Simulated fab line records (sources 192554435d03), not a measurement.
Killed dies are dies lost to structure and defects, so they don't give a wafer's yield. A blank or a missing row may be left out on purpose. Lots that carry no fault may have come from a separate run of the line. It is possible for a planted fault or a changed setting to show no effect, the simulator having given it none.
Matching of chambers ; flow n5-finfet ; 4 sister chambers for N5_GATE_CUT_STRIP_59 on rie-diel-02
The step strips in N2/H2, time 20 s. 8 wafers are shown with their chamber, then 9 later ones without.

== WAFERS PAIRED WITH THEIR CHAMBERS ==
wafer;chamber;drypump-motor-current-A (A);showerhead-plenum-p-Torr (Torr)
L074.4;3;5.6;3.21
L074.6;3;5.6;3.21
L076.4;2;6.5;3.39
L085.4;2;6.5;3.38
L087.4;1;5.8;3.37
L088.3;0;5.1;3.45
L088.4;0;5.0;3.45
L088.5;1;5.8;3.37

== WAFERS WHOSE CHAMBER IS MISSING ==
wafer;drypump-motor-current-A (A);showerhead-plenum-p-Torr (Torr)
L092.1;5.6;3.60
L092.2;5.8;3.37
L092.5;5.6;3.60
L093.3;5.8;3.37
L093.4;5.1;3.44
L093.6;5.6;3.60
L097.1;5.8;3.37
L097.2;5.1;3.44
L097.5;5.8;3.37

== WHICH CHAMBER EACH ONE RAN IN ==
wafer;from the rows above;in truth
L092.1;0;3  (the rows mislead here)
L092.2;1;1
L092.5;0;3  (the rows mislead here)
L093.3;1;1
L093.4;0;0
L093.6;0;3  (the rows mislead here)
L097.1;1;1
L097.2;0;0
L097.5;1;1
Correctly placed: 6 of 9. Can't be placed from these rows: 0. Placed wrongly: 3.
How it was worked out, from the rows above alone: a wafer's distance from a chamber is the root of the sum, over the readings, of the square of ((its reading less the chamber's mean) divided by the reading's scatter). The wafer belongs to the nearest chamber; if the next one is less than 2 further off, it can't be placed. For every chamber, the mean is computed from those of its wafers that are shown. How the scatter is found: for the shown wafers, subtract from each reading the mean of its chamber, square and add these, divide the total by (wafers less chambers), then take the root.
